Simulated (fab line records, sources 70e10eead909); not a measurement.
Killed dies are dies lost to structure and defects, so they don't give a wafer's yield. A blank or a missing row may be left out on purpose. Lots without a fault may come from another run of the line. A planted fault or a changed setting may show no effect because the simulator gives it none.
Chamber matching | flow nand_harc | NHARC_A_M0_CMP_23 on cmp-04: 4 sister chambers
The step polishes, t overpolish 20 s, target thk 113.75 nm. 8 wafers are shown with their chamber, then 7 later ones without.

WAFERS WITH THEIR CHAMBER
wafer  | chamber | motor_current_A (A) | time_to_endpoint_s (s)
L085.2 | 2       | 10.9                | 25.3
L085.3 | 1       | 12.0                | 22.7
L087.4 | 2       | 11.2                | 25.5
L087.5 | 0       | 11.4                | 26.2
L088.2 | 1       | 12.3                | 21.9
L088.5 | 0       | 10.8                | 25.6
L090.3 | 3       | 13.3                | 28.9
L090.5 | 3       | 12.7                | 27.9

WAFERS WITHOUT THEIR CHAMBER
wafer  | motor_current_A (A) | time_to_endpoint_s (s)
L090.6 | 11.1                | 28.3
L093.1 | 11.6                | 27.4
L093.3 | 13.5                | 27.4
L093.4 | 12.0                | 21.1
L097.1 | 11.7                | 29.2
L097.3 | 12.6                | 22.9
L097.6 | 10.8                | 29.0

WHICH CHAMBER EACH WENT THROUGH
wafer  | from the rows above          | in truth
L090.6 | can't be placed: 0 or 3 or 2 | 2
L093.1 | can't be placed: 0 or 2 or 3 | 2
L093.3 | 3                            | 3
L093.4 | 1                            | 1
L097.1 | 3                            | 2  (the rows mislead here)
L097.3 | 1                            | 1
L097.6 | can't be placed: 0 or 3 or 2 | 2
Placed correctly: 3 of 7. Can't be placed from these rows: 3 (the true chamber is among the candidates in 3). Placed wrongly: 1.
How it was worked out, from the rows above alone: a wafer's distance from a chamber is the root of the sum, over the readings, of the square of ((its reading less the chamber's mean) divided by the reading's scatter). The wafer belongs to the nearest chamber; if the next one is less than 2 further off, it can't be placed. A chamber's mean is the mean of its shown wafers. The scatter: the root of (the sum of the squares of (reading less its chamber's mean) over the shown wafers, divided by (wafers less chambers)).
